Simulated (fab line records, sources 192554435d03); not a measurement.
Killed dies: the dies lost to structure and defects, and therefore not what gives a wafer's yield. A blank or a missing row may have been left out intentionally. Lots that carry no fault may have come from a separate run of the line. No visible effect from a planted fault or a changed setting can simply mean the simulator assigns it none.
Chamber matching | flow n5Finfet | cmp-03 running N5_STI_FIN_REVEAL_CMP_04: 4 sister chambers
The step polishes, stops on Si3N4, t overpolish 4 s, target thk 131.83 nm. 24 wafers are shown with their chamber, then 12 later ones without.

## WAFERS PAIRED WITH THEIR CHAMBERS
wafer  | chamber | motorCurrentA (A) | timeToEndpointS (s) | overpolishRunS (s)
L074.1 | 3       | 7.5               | 98                  | 4.020
L074.4 | 2       | 8.9               | 97                  | 4.007
L074.6 | 0       | 8.1               | 97                  | 4.009
L076.2 | 2       | 9.3               | 105                 | 4.000
L076.4 | 3       | 7.7               | 101                 | 3.991
L076.6 | 0       | 8.9               | 101                 | 4.003
L077.2 | 3       | 7.7               | 101                 | 4.000
L077.3 | 1       | 8.3               | 105                 | 4.014
L077.5 | 1       | 8.5               | 99                  | 4.011
L079.4 | 2       | 9.1               | 98                  | 4.006
L079.5 | 3       | 6.8               | 96                  | 4.010
L079.6 | 0       | 8.8               | 100                 | 3.986
L085.2 | 0       | 9.1               | 112                 | 3.999
L085.3 | 3       | 7.4               | 108                 | 4.001
L085.4 | 2       | 8.8               | 108                 | 3.998
L087.1 | 3       | 7.8               | 108                 | 4.007
L087.2 | 1       | 8.6               | 114                 | 3.989
L087.6 | 0       | 9.2               | 109                 | 4.014
L089.1 | 3       | 7.8               | 106                 | 3.996
L089.2 | 2       | 8.9               | 105                 | 3.997
L089.4 | 1       | 8.1               | 112                 | 4.003
L091.3 | 1       | 8.5               | 104                 | 4.006
L091.4 | 2       | 9.0               | 105                 | 4.001
L091.5 | 3       | 7.6               | 102                 | 3.999

SIGNATURES, as means of the wafers listed above
reading         | chamber 0 | chamber 1 | chamber 2 | chamber 3 | scatter within a chamber
motorCurrentA   | 8.820     | 8.400     | 9.000     | 7.537     | 0.302
timeToEndpointS | 103.80    | 106.80    | 103.00    | 102.50    | 5.25
overpolishRunS  | 4.00220   | 4.00460   | 4.00150   | 4.00300   | 0.00865
Rule: a wafer lies at a distance from a chamber equal to the root of the sum of squares, over the readings, of (its reading less the chamber's mean, divided by the reading's scatter). If the next closest chamber is less than 2 further off than the closest, the wafer can't be placed; otherwise it belongs to the closest. The scatter: take each reading less its chamber's mean, square it, sum over the shown wafers, divide by the number of wafers less the number of chambers, and take the root.

## WAFERS WHOSE CHAMBER IS MISSING
wafer  | motorCurrentA (A) | timeToEndpointS (s) | overpolishRunS (s)
L092.1 | 9.2               | 110                 | 4.010
L092.4 | 7.7               | 107                 | 4.001
L092.6 | 8.1               | 112                 | 3.994
L092.2 | 8.6               | 107                 | 3.985
L092.3 | 9.3               | 99                  | 4.005
L092.5 | 8.6               | 104                 | 4.025
L093.2 | 8.8               | 114                 | 3.988
L093.3 | 8.5               | 110                 | 4.002
L093.6 | 8.9               | 111                 | 4.009
L095.1 | 8.0               | 108                 | 4.004
L095.2 | 8.7               | 104                 | 4.002
L095.6 | 9.1               | 100                 | 4.013

## WHICH CHAMBER EACH ONE RAN IN
wafer  | from the rows above               | in truth
L092.1 | can't be placed: 2 or 0 or 1      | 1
L092.4 | can't be placed: 3 or 1           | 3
L092.6 | can't be placed: 1 or 3 or 0 or 2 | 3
L092.2 | can't be placed: 0 or 1 or 2 or 3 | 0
L092.3 | can't be placed: 2 or 0           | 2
L092.5 | can't be placed: 1 or 0 or 2 or 3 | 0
L093.2 | can't be placed: 0 or 2 or 1      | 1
L093.3 | can't be placed: 1 or 0 or 2      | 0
L093.6 | can't be placed: 0 or 2 or 1      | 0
L095.1 | can't be placed: 1 or 3 or 0      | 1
L095.2 | can't be placed: 0 or 2 or 1      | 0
L095.6 | can't be placed: 2 or 0 or 1      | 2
Correctly placed: 0 of 12. These rows do not allow placing 12 (true chamber among the candidates in 12). Wrongly placed: 0.
